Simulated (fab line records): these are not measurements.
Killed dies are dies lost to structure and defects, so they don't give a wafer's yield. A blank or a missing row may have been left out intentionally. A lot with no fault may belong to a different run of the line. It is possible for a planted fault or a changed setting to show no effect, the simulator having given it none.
Matching of chambers :: flow n5Finfet :: N5_BEOL_M10_ALD_74 on aldMetal-02: 4 sister chambers
The step deposits TaN, target thk 2 nm, pulse time 2 s, purge time 3 s. 4 wafers are shown with their chamber, then 7 later ones without.

## WAFERS WITH THEIR CHAMBER
wafer: L156.5
chamber: 3
heaterPowerW (W): 454

wafer: L163.2
chamber: 1
heaterPowerW (W): 354

wafer: L163.6
chamber: 0
heaterPowerW (W): 424

wafer: L162.4
chamber: 2
heaterPowerW (W): 380

## WAFERS WHOSE CHAMBER IS MISSING
wafer: L162.5
heaterPowerW (W): 356

wafer: L164.1
heaterPowerW (W): 349

wafer: L164.3
heaterPowerW (W): 440

wafer: L164.4
heaterPowerW (W): 387

wafer: L166.3
heaterPowerW (W): 380

wafer: L166.4
heaterPowerW (W): 349

wafer: L166.6
heaterPowerW (W): 382

## WHICH CHAMBER EACH WENT THROUGH
wafer: L162.5
from the rows above: 1
in truth: 1

wafer: L164.1
from the rows above: 1
in truth: 1

wafer: L164.3
from the rows above: can't be placed: 3 or 0
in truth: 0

wafer: L164.4
from the rows above: 2
in truth: 2

wafer: L166.3
from the rows above: 2
in truth: 2

wafer: L166.4
from the rows above: 1
in truth: 1

wafer: L166.6
from the rows above: 2
in truth: 2
Correctly placed: 6 of 7. From these rows, 1 cannot be placed; in 1 the true chamber is one of the candidates. Wrongly placed: 0.
How it was worked out, from the rows above alone: a wafer's distance from a chamber is the root of the sum, over the readings, of the square of ((its reading less the chamber's mean) divided by the reading's scatter). If the next closest chamber is less than 2 further off than the closest, the wafer can't be placed; otherwise it belongs to the closest. For every chamber, the mean is computed from those of its wafers that are shown. The scatter (one wafer shown for each chamber): square how far every hidden wafer sits from the nearest shown wafer, average those squares and take the square root.
